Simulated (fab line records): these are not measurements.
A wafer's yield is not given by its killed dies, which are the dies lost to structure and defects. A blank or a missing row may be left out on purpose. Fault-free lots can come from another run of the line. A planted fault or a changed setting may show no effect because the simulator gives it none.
fab line records	flow nand_harc
[record] lots = 6	wafers = 18	last_day = 30
route steps=1302 shown A_M1@1175 END@1302
lots that met no fault: from a run of the same line without faults
start_h: hours from the record's opening day to when the first of the lot's shown wafers began	wait_h: how many hours have passed since the lot's step before this one	" unchanged from the row above	L1.1+2: a row that stands for several wafers	- no value, or no start given	* or withheld: withheld	< > ~ a bound
route shown NAME@n: names a module that has steps shown in the file, with the first one's number in the route	usual: mean/standard deviation of fault-free wafers	same: alike in all rows	chamber/n: place in a boat	sites: each site's reading	_std_site: the standard deviation of these	_edge_site: the outer-site mean with the inner-site mean subtracted	radius_mm: how far each site lies from the wafer's centre	mask NAME#n: copy n	behind: the tool/chamber that last shaped the wafer	hold: cause of the lot's hold/its duration in hours/its outcome	device: transistor that didn't switch, given as n, p or np	end of line: tests run on the same wafers once the route is complete	for a step that has no rows: nothing shown but its recipe	killed: dies lost to structure and defects at the first sort, not the wafer's yield	map: shows each die of a wafer: x if killed, . if not, _ if none is there
set.NAME: the setting as run; set.NAME@STEP: as run at that earlier step	model.NAME: the simulator's own value behind a step, which no gauge read
lots at selected steps of the route; one table per step, one row per wafer
services: from which hour (start_h, from the record's first day; less than 0 if before it) a tool's chamber was out of use, for how many hours, and why
[[steps]]
[step NHARC_A_M1_EBR_05]
[step NHARC_A_M1_EXPOSE_06]
[recipe] na = 1.35	target_cd_nm = 120	dose_mj = 75.13	mask_id = A_M1
[step NHARC_A_M1_PEB_07]
[recipe] peb_temp_c = 100	peb_time_s = 65
[step NHARC_A_M1_DEVELOP_08]
[recipe] develop_time_s = 35	dev_temp_c = 23
[step NHARC_A_M1_CD_MEAS_09]
[recipe] target_cd_nm = 120	landing_energy_ev = 500
[usual] cd_nm = 119.9/0.54
lot.wafer	tool	chamber	start_h	wait_h	cd_nm
L351.1	cd_sem-01	0	537.30	-	119.5
L351.5	"	0	"	"	118.9
L351.6	"	0	"	"	118.9
L361.1	cd_sem-01	0	620.56	-	119.6
L361.2	"	0	"	"	119.6
L361.5	"	0	"	"	119.8
L363.1	cd_sem-01	0	655.61	-	119.7
L363.3	"	0	"	"	119.3
L363.5	"	0	"	"	119.2
L365.1	cd_sem-01	0	657.33	-	119.4
L365.4	"	0	"	"	119.8
L365.6	"	0	"	"	120.0
L366.1	cd_sem-01	0	658.87	-	119.0
L366.5	"	0	"	"	119.7
L366.6	"	0	"	"	118.8
L368.1	cd_sem-02	0	672.56	-	119.9
L368.3	"	0	"	"	119.2
L368.6	"	0	"	"	120.0
[step NHARC_A_M1_OVL_MEAS_10]
[recipe] pitch_nm = 240
[usual] overlay_x_nm = 0.0/0.89	overlay_y_nm = 0.0/0.81
lot.wafer	tool	chamber	start_h	wait_h	overlay_x_nm	overlay_y_nm
L351.1	overlay-01	-	537.39	-	-0.4	0.5
L351.5	"	-	"	"	-0.3	0.8
L351.6	"	-	"	"	-0.9	0.9
L361.1	overlay-02	-	620.64	-	-1.2	1.5
L361.2	"	-	"	"	-1.3	1.2
L361.5	"	-	"	"	-1.4	1.5
L363.1	overlay-01	-	655.70	-	1.2	0.6
L363.3	"	-	"	"	1.4	0.3
L363.5	"	-	"	"	0.7	1.1
L365.1	overlay-01	-	657.42	-	0.2	0.3
L365.4	"	-	"	"	0.6	0.1
L365.6	"	-	"	"	0.4	0.3
L366.1	overlay-01	-	658.96	-	-0.2	0.6
L366.5	"	-	"	"	0.1	0.1
L366.6	"	-	"	"	-0.5	-0.2
L368.1	overlay-02	-	672.65	-	-1.0	-1.3
L368.3	"	-	"	"	-1.1	-1.5
L368.6	"	-	"	"	-0.5	-1.6
[step NHARC_A_M1_INSPECT_11]
[usual] raw_defect_count = 85/42
lot.wafer	tool	chamber	start_h	wait_h	raw_defect_count
L351.1	defect_inspect-01	-	537.43	0.0	67
L351.5	"	-	"	"	61
L351.6	"	-	"	"	86
L361.1	defect_inspect-02	-	620.68	0.0	33
L361.2	"	-	"	"	50
L361.5	"	-	"	"	36
L363.1	defect_inspect-01	-	655.74	0.0	47
L363.3	"	-	"	"	44
L363.5	"	-	"	"	39
L365.1	defect_inspect-01	-	657.46	0.0	139
L365.4	"	-	"	"	147
L365.6	"	-	"	"	155
L366.1	defect_inspect-02	-	659.00	0.0	93
L366.5	"	-	"	"	111
L366.6	"	-	"	"	95
L368.1	defect_inspect-02	-	672.69	0.0	142
L368.3	"	-	"	"	144
L368.6	"	-	"	"	160
[step NHARC_A_M1_DESCUM_14]
[recipe] time_s = 3	o2_flow_sccm = 200	ar_flow_sccm = 0	bias_power_w = 0	chemistry = O2
[usual] drypump_motor_current_A = 5.9/0.56	oes_product_au = 0.999/0.0071	rf_vpp_V = 57.8/0.85	showerhead_plenum_p_Torr = 1.93/0.084	throttle_valve_pct = 11.311/0.009
lot.wafer	tool	chamber	start_h	wait_h	drypump_motor_current_A	oes_product_au	rf_hours_counter_h	rf_vpp_V	showerhead_plenum_p_Torr	throttle_valve_pct
L351.1	rie_diel-09	3	537.51	0.1	6.0	1.005	0.7	58.5	1.90	11.310
L351.5	"	1	"	"	6.4	0.999	-	58.6	2.03	11.319
L351.6	"	2	"	"	6.3	0.999	-	57.7	2.06	11.303
L361.1	rie_diel-09	2	620.76	0.1	6.3	0.987	2.9	58.7	2.06	11.305
L361.2	"	3	"	"	6.1	1.002	2.3	56.8	1.90	11.315
L361.5	"	0	"	"	6.5	0.993	-	57.8	1.92	11.288
L363.1	rie_diel-09	2	655.80	0.1	6.3	1.003	3.7	56.9	2.06	11.321
L363.3	"	3	"	"	6.0	0.997	3.1	57.8	1.90	11.319
L363.5	"	0	"	"	6.5	1.001	-	57.6	1.92	11.302
L365.4	rie_diel-06	2	657.54	0.1	5.8	0.993	11.9	57.7	1.95	11.322
L365.1	"	3	"	"	6.0	0.996	12.3	57.1	1.98	11.322
L365.6	"	1	"	"	6.1	1.002	-	57.1	1.94	11.321
L366.1	rie_diel-10	1	659.06	0.1	5.9	1.001	3.2	58.8	1.88	11.325
L366.5	"	1	"	"	5.9	0.993	-	56.9	1.88	11.309
L366.6	"	2	"	"	5.3	0.993	-	57.0	1.81	11.303
L368.1	rie_diel-09	3	672.75	0.1	6.1	1.002	4.0	58.5	1.90	11.296
L368.3	"	1	"	"	6.4	1.004	3.7	56.4	2.03	11.299
L368.6	"	0	"	"	6.5	0.995	-	57.3	1.92	11.314
[step NHARC_A_M1_ETCH_35]
[recipe] target_depth_a = 400	overetch_a = 120	time_s = 43.94	ion_energy_ev = 200	n2_flow_sccm = 150	h2_flow_sccm = 150	ar_flow_sccm = 0	rf_w = 400	bias_w = 150	chemistry = N2/H2
[usual] drypump_motor_current_A = 5.9/0.56	oes_product_au = 1.000/0.0079	rf_vpp_V = 431.1/2.7	run_length_s = 65.3/0.39	showerhead_plenum_p_Torr = 2.06/0.092	throttle_valve_pct = 14.171/0.0089
lot.wafer	tool	chamber	start_h	wait_h	drypump_motor_current_A	oes_product_au	rf_hours_counter_h	rf_vpp_V	run_length_s	showerhead_plenum_p_Torr	throttle_valve_pct
L351.1	rie_diel-09	1	537.59	0.1	6.4	0.996	1.3	433.9	64.8	2.17	14.190
L351.6	"	2	"	"	6.3	0.999	-	435.7	65.3	2.21	14.180
L351.5	"	3	"	"	6.1	1.000	-	430.1	64.8	2.02	14.179
L361.1	rie_diel-09	0	620.83	0.1	6.5	0.995	2.8	431.7	65.5	2.04	14.144
L361.2	"	1	"	"	6.4	1.000	2.9	435.5	65.6	2.17	14.171
L361.5	"	3	"	"	6.1	1.008	-	431.4	65.4	2.02	14.185
L363.1	rie_diel-09	2	655.90	0.1	6.2	0.993	3.7	434.8	66.1	2.21	14.182
L363.3	"	3	"	"	6.0	0.988	3.2	430.8	64.8	2.02	14.177
L363.5	"	3	"	"	6.0	0.989	-	430.1	64.9	2.02	14.177
L365.1	rie_diel-06	0	657.61	0.1	4.7	0.985	9.0	427.5	66.2	1.98	14.175
L365.4	"	1	"	"	6.0	1.005	12.3	432.1	64.6	2.07	14.192
L365.6	"	0	"	"	4.7	1.001	-	427.6	65.6	1.98	14.177
L366.1	rie_diel-10	2	659.16	0.1	5.3	1.005	2.6	428.3	66.1	1.93	14.162
L366.5	"	0	"	"	6.2	0.998	-	433.7	64.9	2.14	14.178
L366.6	"	1	"	"	5.9	0.998	-	429.1	65.7	2.00	14.179
L368.1	rie_diel-09	0	672.83	0.1	6.5	0.999	4.4	430.8	65.4	2.04	14.163
L368.3	"	3	"	"	6.0	0.993	4.0	428.9	64.8	2.02	14.169
L368.6	"	0	"	"	6.5	0.989	-	431.0	65.8	2.04	14.166
[step NHARC_A_M1_ETCH_15]
[recipe] target_depth_a = 1825	time_s = 91.2	c4f8_flow_sccm = withheld	ar_flow_sccm = 400	rf_w = 600	bias_w = 300	chemistry = C4F8/Ar
[usual] oes_product_au = 0.952/0.022	rf_vpp_V = 441.6/2.7	run_length_s = 112.6/0.4
lot.wafer	tool	chamber	start_h	wait_h	oes_product_au	rf_hours_counter_h	rf_vpp_V	run_length_s
L351.1	rie_diel-09	1	-	-	0.952	1.4	444.0	112.4
L351.6	"	1	"	"	0.964	-	445.3	112.1
L351.5	"	2	"	"	0.967	-	445.8	112.7
L361.1	rie_diel-09	3	-	-	0.977	2.4	441.2	112.4
L361.2	"	1	"	"	0.957	2.9	444.4	112.7
L361.5	"	2	"	"	0.969	-	445.0	112.6
L363.3	rie_diel-09	0	-	-	0.925	3.6	440.9	112.9
L363.1	"	3	"	"	0.927	3.2	440.7	112.0
L363.5	"	2	"	"	0.925	-	443.5	112.8
L365.4	rie_diel-06	0	-	-	0.918	9.0	437.9	112.7
L365.1	"	2	"	"	0.968	12.0	442.3	112.8
L365.6	"	3	"	"	0.978	-	443.1	112.3
L366.1	rie_diel-10	2	-	-	0.940	2.6	437.9	113.0
L366.5	"	1	"	"	0.956	-	440.3	112.6
L366.6	"	2	"	"	0.955	-	438.0	113.1
L368.1	rie_diel-09	1	-	-	0.927	3.8	444.2	112.3
L368.3	"	3	"	"	0.915	4.0	442.6	112.3
L368.6	"	0	"	"	0.916	-	441.6	113.1
[step NHARC_A_M1_CD_MEAS_16]
[usual] cd_nm = 119.9/0.6
lot.wafer	tool	chamber	start_h	wait_h	cd_nm
L351.1	cd_sem-01	-	537.79	-	119.8
L351.5	"	-	"	"	119.2
L351.6	"	-	"	"	118.6
L361.1	cd_sem-02	-	621.05	-	119.9
L361.2	"	-	"	"	119.3
L361.5	"	-	"	"	120.3
L363.1	cd_sem-03	-	656.15	-	120.0
L363.3	"	-	"	"	119.2
L363.5	"	-	"	"	119.5
L365.1	cd_sem-01	-	657.82	-	119.0
L365.4	"	-	"	"	119.4
L365.6	"	-	"	"	120.1
L366.1	cd_sem-03	-	659.37	-	120.0
L366.5	"	-	"	"	119.8
L366.6	"	-	"	"	119.3
L368.1	cd_sem-03	-	673.05	-	119.6
L368.3	"	-	"	"	119.2
L368.6	"	-	"	"	120.1
[step NHARC_A_M1_STRIP_18]
[recipe] power_w = 1000	n2_flow_sccm = 150	h2_flow_sccm = 150	ar_flow_sccm = 0	bias_w = 0	chemistry = N2/H2
[usual] drypump_motor_current_A = 5.8/0.53	oes_product_au = 0.999/0.0073	rf_vpp_V = 90.8/0.94	showerhead_plenum_p_Torr = 2.06/0.081	throttle_valve_pct = 14.172/0.0087
lot.wafer	tool	chamber	start_h	wait_h	drypump_motor_current_A	oes_product_au	rf_hours_counter_h	rf_vpp_V	showerhead_plenum_p_Torr	throttle_valve_pct
L351.1	rie_diel-06	2	537.95	0.1	5.8	0.997	3	89.6	2.09	14.183
L351.5	"	3	"	"	6.0	0.999	-	90.1	2.12	14.165
L351.6	"	0	"	"	4.8	1.003	-	90.5	1.99	14.173
L361.2	rie_diel-06	1	621.12	0.1	6.0	1.002	9	90.1	2.07	14.193
L361.1	"	3	"	"	6.0	1.000	9	91.9	2.12	14.170
L361.5	"	3	"	"	6.0	1.017	-	91.3	2.12	14.173
L363.1	rie_diel-06	1	656.26	0.1	6.1	0.989	12	90.3	2.07	14.176
L363.3	"	2	"	"	5.8	0.992	12	90.9	2.08	14.185
L363.5	"	2	"	"	5.8	0.988	-	91.5	2.08	14.169
L365.1	rie_diel-09	0	657.93	0.1	6.5	0.993	4	91.1	2.04	14.187
L365.4	"	1	"	"	6.4	1.004	3	91.9	2.17	14.180
L365.6	"	0	"	"	6.5	0.997	-	90.3	2.04	14.166
L366.1	rie_diel-09	1	659.48	0.1	6.4	0.995	3	90.7	2.17	14.177
L366.5	"	0	"	"	6.5	0.998	-	89.3	2.04	14.175
L366.6	"	1	"	"	6.4	1.006	-	92.1	2.17	14.168
L368.1	rie_diel-10	0	673.13	0.1	6.2	1.011	5	92.7	2.14	14.168
L368.3	"	3	"	"	4.7	0.999	4	90.1	1.92	14.169
L368.6	"	1	"	"	5.9	1.008	-	90.7	2.00	14.173
[step NHARC_A_M1_ETCH_28]
[recipe] target_depth_a = 300	over_etch_frac = 0.3	time_s = 72.99	ion_energy_ev = 150	cf4_flow_sccm = 50	n2_flow_sccm = 100	ar_flow_sccm = 150	rf_w = 300	bias_w = 100	chemistry = CF4/N2
[usual] drypump_motor_current_A = 5.9/0.54	oes_product_au = 0.999/0.0076	rf_vpp_V = 314.8/1.8	run_length_s = 94.3/0.41	showerhead_plenum_p_Torr = 2.66/0.095	throttle_valve_pct = 19.795/0.0084
lot.wafer	tool	chamber	start_h	wait_h	drypump_motor_current_A	oes_product_au	rf_hours_counter_h	rf_vpp_V	run_length_s	showerhead_plenum_p_Torr	throttle_valve_pct
L351.1	rie_diel-06	1	538.12	-	6.0	0.985	3	315.5	93.7	2.66	19.793
L351.6	"	0	"	"	4.7	0.997	-	314.7	94.7	2.56	19.794
L351.5	"	1	"	"	6.1	0.996	-	314.7	93.8	2.66	19.799
L361.1	rie_diel-06	1	621.41	-	6.0	1.003	9	315.0	78.1	2.66	19.796
L361.2	"	3	"	"	6.1	1.002	9	315.4	78.2	2.72	19.794
L361.5	"	1	"	"	6.0	0.999	-	314.6	78.1	2.66	19.799
L363.3	rie_diel-06	2	656.51	-	5.8	0.980	12	315.7	78.5	2.68	19.782
L363.1	"	3	"	"	6.0	1.001	12	315.0	78.2	2.71	19.784
L363.5	"	3	"	"	6.0	0.998	-	315.8	78.0	2.71	19.808
L365.4	rie_diel-09	2	658.15	-	6.3	0.992	4	318.1	94.7	2.82	19.802
L365.1	"	0	"	"	6.5	0.983	4	313.3	94.7	2.63	19.786
L365.6	"	1	"	"	6.4	0.995	-	315.0	94.1	2.78	19.790
L366.1	rie_diel-09	2	659.72	-	6.3	0.998	4	317.8	94.7	2.82	19.801
L366.5	"	3	"	"	6.0	0.994	-	315.3	93.9	2.60	19.796
L366.6	"	0	"	"	6.5	0.979	-	314.4	94.9	2.63	19.780
L368.3	rie_diel-10	0	673.37	-	6.2	1.001	5	315.1	94.0	2.74	19.783
L368.1	"	2	"	"	5.3	0.992	4	313.9	94.9	2.49	19.781
L368.6	"	3	"	"	4.7	1.017	-	312.4	93.9	2.48	19.802
[step NHARC_A_M1_STRIP_19]
[recipe] time_s = 600	temp_c = 30	chemistry = post_etch_residue_remover
[step NHARC_END_SORT_01]
[recipe] temp_c = 25
[usual] defect_limited_yield = 91/3.1	killed_at_array = 56/21	killed_at_other = 1.2/1.6	killed_at_periphery = 3.7/2.5	killed_dies = 61/21	killed_open = 3.1/1.8	killed_short = 2.8/1.7
[same] gross_dies = 677
lot.wafer	tool	chamber	start_h	wait_h	defect_limited_yield[%]	killed_at_array	killed_at_other	killed_at_periphery	killed_dies	killed_open	killed_short
L351.1	prober-02	0	574.91	2.5	93	47	2	1	50	0	2
L351.5	prober-02	0	578.09	3.7	94	40	1	2	43	2	2
L351.6	prober-02	0	578.89	4.0	92	51	2	3	56	6	2
L361.1	prober-01	0	660.44	2.5	95	28	4	3	35	3	4
L361.2	prober-01	0	661.25	2.8	94	34	4	3	41	2	2
L361.5	prober-01	0	663.67	3.7	95	28	2	4	34	3	3
L363.1	prober-01	0	690.44	2.5	93	42	0	8	50	3	1
L363.3	prober-01	0	692.05	3.1	92	43	0	10	53	2	7
L363.5	prober-01	0	693.67	3.7	94	36	1	1	38	1	4
L365.1	prober-02	0	698.12	2.5	88	79	1	0	80	3	2
L365.4	prober-02	0	700.53	3.4	84	98	1	6	105	5	2
L365.6	prober-02	0	702.14	4.0	84	107	0	1	108	1	3
L366.1	prober-01	0	698.30	2.5	90	60	0	5	65	1	3
L366.5	prober-01	0	701.52	3.7	90	65	1	4	70	2	1
L366.6	prober-01	0	702.32	4.0	89	66	0	8	74	0	7
// killed by level:class
L351.1 A_CHANNEL_HOLE_D2:chamber_film_flake=38 A_CHANNEL_FILL_D2:chamber_film_flake=2 THIN_TSV:chamber_film_flake=2 A_CHANNEL_FILL_D1:geometric_particle:short=1 A_SGD_CUT:geometric_particle:short=1 P_M0:chamber_film_flake=1 A_CHANNEL_FILL_D1:chamber_film_flake=1 A_SLIT:chamber_film_flake=1
L351.5 A_CHANNEL_HOLE_D2:chamber_film_flake=26 A_CHANNEL_HOLE_D1:chamber_film_flake=2 A_STAIRCASE:chamber_film_flake=2 A_CONTACT:chamber_film_flake=2 P_CONTACT:geometric_particle:open=1 P_CONTACT:geometric_particle:short=1 A_ONON_D1:geometric_particle:open=1 A_CHANNEL_FILL_D2:geometric_particle:short=1
L351.6 A_CHANNEL_HOLE_D2:chamber_film_flake=31 A_CHANNEL_HOLE_D1:chamber_film_flake=7 A_CONTACT:chamber_film_flake=4 P_M0:geometric_particle:open=2 A_CHANNEL_FILL_D2:chamber_film_flake=2 A_CHANNEL_FILL_D2:geometric_particle:open=1 A_WL_FILL:geometric_particle:open=1 A_WL_FILL:geometric_particle:short=1
L361.1 A_CHANNEL_HOLE_D2:chamber_film_flake=15 A_CHANNEL_HOLE_D1:chamber_film_flake=5 THIN_TSV:chamber_film_flake=4 A_STAIRCASE:chamber_film_flake=2 P_GATE:geometric_particle:open=1 P_CONTACT:geometric_particle:short=1 A_CHANNEL_FILL_D1:geometric_particle:short=1 A_DECK1_JOINT:geometric_particle:short=1
L361.2 A_CHANNEL_HOLE_D2:chamber_film_flake=18 A_CHANNEL_HOLE_D1:chamber_film_flake=7 THIN_TSV:chamber_film_flake=4 A_SLIT:chamber_film_flake=3 P_GATE:chamber_film_flake=2 P_CONTACT:geometric_particle:open=1 A_DECK1_JOINT:geometric_particle:short=1 A_CHANNEL_FILL_D2:geometric_particle:open=1
L361.5 A_CHANNEL_HOLE_D2:chamber_film_flake=18 P_GATE:chamber_film_flake=3 A_CHANNEL_HOLE_D1:chamber_film_flake=3 A_DECK1_JOINT:geometric_particle:short=2 THIN_TSV:chamber_film_flake=2 P_STI:geometric_particle:open=1 A_WL_FILL:geometric_particle:short=1 A_BLC:geometric_particle:open=1
L363.1 A_CHANNEL_HOLE_D2:chamber_film_flake=16 A_CHANNEL_HOLE_D1:chamber_film_flake=7 P_BONDPAD:chamber_film_flake=5 A_BLC:chamber_film_flake=5 A_CONTACT:chamber_film_flake=4 A_SLIT:chamber_film_flake=3 P_CONTACT:geometric_particle:open=1 A_ONON_D1:geometric_particle:open=1
L363.3 A_CHANNEL_HOLE_D2:chamber_film_flake=15 P_BONDPAD:chamber_film_flake=7 A_CONTACT:chamber_film_flake=5 A_CHANNEL_HOLE_D1:chamber_film_flake=4 A_BLC:chamber_film_flake=4 A_ONON_D1:geometric_particle:short=3 A_CHANNEL_FILL_D2:chamber_film_flake=3 P_STI:chamber_film_flake=2
L363.5 A_CHANNEL_HOLE_D2:chamber_film_flake=24 A_CHANNEL_HOLE_D1:chamber_film_flake=2 A_SLIT:chamber_film_flake=2 A_BLC:chamber_film_flake=2 P_M0:geometric_particle:short=1 A_CHANNEL_FILL_D1:geometric_particle:short=1 A_CHANNEL_FILL_D2:geometric_particle:short=1 A_BLC:geometric_particle:open=1
L365.1 A_CHANNEL_HOLE_D1:chamber_film_flake=33 A_SLIT:chamber_film_flake=17 A_CHANNEL_HOLE_D2:chamber_film_flake=12 A_SGD_CUT:chamber_film_flake=5 A_CONTACT:chamber_film_flake=3 A_STAIRCASE:chamber_film_flake=2 A_ONON_D1:geometric_particle:short=1 A_DECK1_JOINT:geometric_particle:short=1
L366.1 A_SLIT:chamber_film_flake=31 A_CHANNEL_HOLE_D2:chamber_film_flake=15 A_CHANNEL_HOLE_D1:chamber_film_flake=5 A_CONTACT:chamber_film_flake=3 A_CHANNEL_FILL_D2:chamber_film_flake=2 P_M1:geometric_particle:open=1 A_CHANNEL_FILL_D1:geometric_particle:short=1 A_ONON_D2:geometric_particle:short=1
L365.4 A_CHANNEL_HOLE_D1:chamber_film_flake=37 A_SLIT:chamber_film_flake=26 A_CHANNEL_HOLE_D2:chamber_film_flake=23 A_SGD_CUT:chamber_film_flake=4 A_CHANNEL_FILL_D1:chamber_film_flake=2 A_STAIRCASE:chamber_film_flake=2 P_GATE:geometric_particle:open=1 P_M0:geometric_particle:open=1
L366.5 A_SLIT:chamber_film_flake=30 A_CHANNEL_HOLE_D2:chamber_film_flake=24 A_CHANNEL_HOLE_D1:chamber_film_flake=6 P_CONTACT:chamber_film_flake=3 A_CHANNEL_FILL_D1:chamber_film_flake=2 A_ONON_D1:geometric_particle:open=1 A_WL_FILL:geometric_particle:open=1 STARTING-WAFER:geometric_particle:short=1
L365.6 A_CHANNEL_HOLE_D1:chamber_film_flake=35 A_SLIT:chamber_film_flake=31 A_CHANNEL_HOLE_D2:chamber_film_flake=28 A_SGD_CUT:chamber_film_flake=5 A_CONTACT:chamber_film_flake=2 A_ONON_D1:geometric_particle:short=1 A_CHANNEL_HOLE_D1:geometric_particle:short=1 A_WL_FILL:geometric_particle:short=1
L366.6 A_SLIT:chamber_film_flake=30 A_CHANNEL_HOLE_D2:chamber_film_flake=16 A_CHANNEL_HOLE_D1:chamber_film_flake=5 A_STAIRCASE:chamber_film_flake=4 P_M2:chamber_film_flake=3 A_CHANNEL_FILL_D1:geometric_particle:short=2 A_CHANNEL_FILL_D1:chamber_film_flake=2 A_CONTACT:chamber_film_flake=2
[[services]]
tool	chamber	start_h	hours	kind
rie_diel-09	3	518.08	1.9	repair
rie_diel-09	0	530.60	-	clean
rie_diel-09	1	530.60	-	clean
rie_diel-09	2	530.60	-	clean
rie_diel-09	3	530.60	-	clean
rie_diel-09	0	555.13	-	clean
rie_diel-09	1	555.13	-	clean
rie_diel-09	2	555.13	-	clean
rie_diel-09	3	555.13	-	clean
rie_diel-09	0	579.63	-	clean
rie_diel-09	1	579.63	-	clean
rie_diel-09	2	579.63	-	clean
rie_diel-09	3	579.63	-	clean
rie_diel-10	-	588.33	0.5	repair
rie_diel-10	-	596.50	9.0	pm
rie_diel-09	0	604.13	-	clean
rie_diel-09	1	604.13	-	clean
rie_diel-09	2	604.13	-	clean
rie_diel-09	3	604.13	-	clean
rie_diel-06	0	618.48	38.4	repair
rie_diel-09	0	628.63	-	clean
rie_diel-09	1	628.63	-	clean
rie_diel-09	1	640.92	15.7	repair
rie_diel-06	-	661.20	9.0	pm
[[key]]
[first_sign] step = NHARC_A_M1_ETCH_28	reading = run_length_s	direction = down	sigmas = 39	usual = *	struck = *
effect none on later readings
met_at NHARC_A_M1_ETCH_28
struck_wafers L361.1,L361.2,L361.5,L363.1,L363.3,L363.5
onset_between 538.12 621.41
[fault] kind = process_parameter_drift	tool = rie_diel-06	chamber = -	onset_h = 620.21	steps = NHARC_A_M1_ETCH_28	channel = time_s	offset = *	shape = step	end_h = 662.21	acts_in = *	stated = *
